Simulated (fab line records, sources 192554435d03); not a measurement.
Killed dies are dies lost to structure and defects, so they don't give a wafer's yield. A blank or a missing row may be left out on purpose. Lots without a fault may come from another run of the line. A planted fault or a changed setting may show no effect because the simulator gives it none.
A struck lot beside a sound one | flow n5_finfet | 15 steps out of a route of 1938
Sound: wafers L388.2, L388.5. Struck: wafers L397.2, L397.3, L397.5. The cause comes at the end.
At each step with rows: each side's tool, then ch and its chambers, then its first start. Under that, the readings that differ: sound wafers | struck wafers | difference of the means | sigmas: that difference in standard deviations of wafers without a fault.
alike: readings whose means differ by less than 2 such deviations, and words and numbers that are the same on both sides. not compared: withheld readings, readings that some wafer has no value for, bounds like >300 that may hide the same value, and numbers for which the record gives no deviation and whose values overlap.
The two part at a step that has a row with sigmas, a row that says differs or no value, or rows on one side only. Numbers that don't overlap but have no deviation are shown without sigmas and don't part them. A reading that every wafer of one side lacks parts them only if that side has two wafers or more.

first, 4 steps without rows for these wafers: N5_HKMG_FIN_PRECLEAN_64 (cleans in dHF, time 30 s); N5_HKMG_FIN_WET_ETCH_65 (etches a-Si in TMAH, stops on TiN, time 49 s, target depth 3 nm); N5_HKMG_FIN_WET_ETCH_81 (etches TiN in SC1, stops on HfO2, time 57 s, target depth 6 nm); N5_HKMG_FIN_WET_ETCH_82 (etches La2O3 in dHCl, stops on HfO2, target depth 2 nm, rinse time 30 s).
N5_HKMG_FIN_ALD_36: deposits TiN, target thk 1 nm, pulse time 1 s, purge time 3 s.
  sound on ald_metal-02 ch 2, day 4 05:14; struck on ald_metal-04 ch 0,2, day 6 08:28
  alike: heater_power_w, precursor_pulse_height_rel
N5_HKMG_FIN_THK_MEAS_70: measures by xrf.
  sound on film_metro-01, day 4 05:31; struck on film_metro-02, day 6 08:45
  alike: HK_THK
N5_HKMG_FIN_PWFM_ALD_03: deposits TiN, target thk 2 nm, pulse time 1 s, purge time 3 s.
  sound on ald_metal-03 ch 1, day 4 05:34; struck on ald_metal-02 ch 0,2, day 6 08:47
  reading            | sound   | struck      | difference | sigmas
  heater_power_w (W) | 990 996 | 744 734 766 | -245       | -3
  alike: precursor_pulse_height_rel
then, 5 steps without rows for these wafers: N5_HKMG_FIN_COAT_29 (time 60 s, resist thk 300 nm); N5_HKMG_FIN_COAT_30 (time 60 s, resist thk 35 nm); N5_HKMG_FIN_COAT_06 (resist thk 90 nm); N5_HKMG_FIN_EBR_08; N5_HKMG_FIN_SOFTBAKE_07 (time 60 s).
N5_HKMG_FIN_EXPOSE_09: exposes mask NWFM.
  sound on arfi_scanner-02 ch 0, day 4 06:10; struck on arfi_scanner-02 ch 0, day 6 09:23
  reading              | sound       | struck            | difference | sigmas
  exposure_dose_mJ_cm2 | 39.22 39.20 | 41.03 40.99 40.99 | +1.79      | +45
  alike: mask
then, 1 step without rows for these wafers: N5_HKMG_FIN_PEB_10 (peb time 60 s).
-- the record jumps here: 8 days lie between the struck wafers' starts before and after (it left off in module HKMG_FIN and takes up again in module PASSIVATION, whose first step shown is number 1936 of the route) --
N5_PASSIVATION_PROBE_49:
  sound on prober-02, day 12 01:37; struck on prober-01, day 14 07:04
  alike: killed_at_M0_to_M3, killed_at_M4_up, killed_at_contacts, killed_at_front_end, killed_at_other, killed_dies, killed_open, killed_short

WHERE THEY PART
First at N5_HKMG_FIN_PWFM_ALD_03; last, within this record, at N5_HKMG_FIN_EXPOSE_09. Later steps at which nothing parts them and some readings are alike: N5_PASSIVATION_PROBE_49.

WHY: what the simulator had put in
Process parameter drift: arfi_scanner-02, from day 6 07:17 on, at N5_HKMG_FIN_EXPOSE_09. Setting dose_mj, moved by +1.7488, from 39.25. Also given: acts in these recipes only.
